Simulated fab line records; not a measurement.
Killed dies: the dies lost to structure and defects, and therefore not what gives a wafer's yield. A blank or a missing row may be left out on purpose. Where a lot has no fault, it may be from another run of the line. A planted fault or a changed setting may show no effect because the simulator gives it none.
A struck lot beside a sound one	flow n5Finfet	18 steps out of a route of 1938
Sound: the wafers L443.2, L443.3, L443.6. Struck: wafers L442.3, L442.4. The cause is named last.
Each step with rows lists, per side, the tool, then ch with its chambers, then its first start. Under that, the readings that differ: sound wafers	struck wafers	difference of the means	sigmas: that difference in standard deviations of wafers without a fault.
alike: words and numbers the same on both sides, and readings whose means are apart by under 2 such deviations; not compared: readings that were withheld, readings missing a value for some wafer, numbers with overlapping values and no deviation given by the record, and bounds like >300 which may hide the same value.
Wherever a step has rows on one side only, a row that says differs or no value, or a row with sigmas, the two part there. When numbers do not overlap yet have no deviation, they are printed without sigmas and do not part them. A reading missing from all wafers of one side parts the sides only when that side holds two or more wafers.

first, 9 steps without rows for these wafers: N5_SD_EPI_N_COAT_33 (time 60 s, resist thk 35 nm); N5_SD_EPI_N_COAT_03 (resist thk 150 nm); N5_SD_EPI_N_EBR_05; N5_SD_EPI_N_SOFTBAKE_04 (time 60 s); N5_SD_EPI_N_EXPOSE_06 (exposes mask SD N BLK, target cd 120 nm); N5_SD_EPI_N_PEB_07 (peb time 60 s); N5_SD_EPI_N_DEVELOP_08 (develop time 30 s); N5_SD_EPI_N_DESCUM_14 (chemistry O2, time 7.9 s); N5_SD_EPI_N_ETCH_34 (etches SiARC in CF4, target depth 45.5 nm, time 75.8 s).
N5_SD_EPI_N_ETCH_35: etches SOC in N2/H2, overetch 108 nm, time 486 s.
  sound on rieDiel-05 ch 2,3, day 8 08:20; struck on rieDiel-06 ch 0,3, day 7 23:26
reading	sound	struck	difference	sigmas
model.SiARC_of_SD_EPI_N_COAT_33.thkNm (nm)	20 19.8 19.8	16.4 17.4	-3.0	
  alike: drypumpMotorCurrentA, oesProductAu, rfVppV, showerheadPlenumPTorr, throttleValvePct
  not compared: rfHoursCounterH, model.SD_EPI_N.cdNm
then, 3 steps without rows for these wafers: N5_SD_EPI_N_STRIP_36 (strips in N2/H2); N5_SD_EPI_N_ETCHBACK_44 (etches SiNx in CH3F/O2, stops on SiO2, target depth 14.5 nm); N5_SD_EPI_N_ETCH_45 (etches SiOCN in CH3F/O2, target depth 6 nm).
N5_SD_EPI_N_ETCH_16: etches SiO2 in CHF3/O2, target depth 5 nm.
  sound on rieDiel-05 ch 2,3, day 8 08:52; struck on rieDiel-06 ch 0,3, day 7 23:58
reading	sound	struck	difference	sigmas
model.SiARC_of_SD_EPI_N_COAT_33.thkNm (nm)	12.8 12.6 12.4	8.8 10	-3.2	
  alike: CHF3_flow_sccm, drypumpMotorCurrentA, oes_o_777_au, oesProductAu, rfVppV, showerheadPlenumPTorr, throttleValvePct
  not compared: rfHoursCounterH
then, 1 step without rows for these wafers: N5_SD_EPI_N_STRIP_47 (strips in CHF3/O2).
N5_SD_EPI_N_SD_RECESS_17: chemistry HBr/Cl2/O2, target depth 41 nm, time 23.7 s, bt time 3 s.
  sound on rieSi-04 ch 0,2,3, day 8 08:56; struck on rieSi-04 ch 0,1, day 8 00:02
  alike: drypumpMotorCurrentA, oes_o_777_au, oesProductAu, throttleValvePct
  not compared: rfHoursCounterH, model.SD_EPI_N.cdNm
then, 1 step without rows for these wafers: N5_SD_EPI_N_STRIP_38 (strips in N2/H2).
-- the record jumps here: 5 days lie between the struck wafers' starts before and after (it left off in module SD_EPI_N and takes up again in module BEOL_M4, whose first step shown is number 1111 of the route) --
N5_BEOL_M4_RC_MEAS_101:
  sound on prober-01 ch 0, day 14 04:32; struck on prober-02 ch 0, day 12 23:17
  alike: DIBL_N, DIBL_P, IOFF_N, IOFF_P, ION_N, ION_P, SS_N, SS_P, VT_N, VT_P

WHERE THEY PART
Nowhere in this record.

WHY: what had been put in by the simulator
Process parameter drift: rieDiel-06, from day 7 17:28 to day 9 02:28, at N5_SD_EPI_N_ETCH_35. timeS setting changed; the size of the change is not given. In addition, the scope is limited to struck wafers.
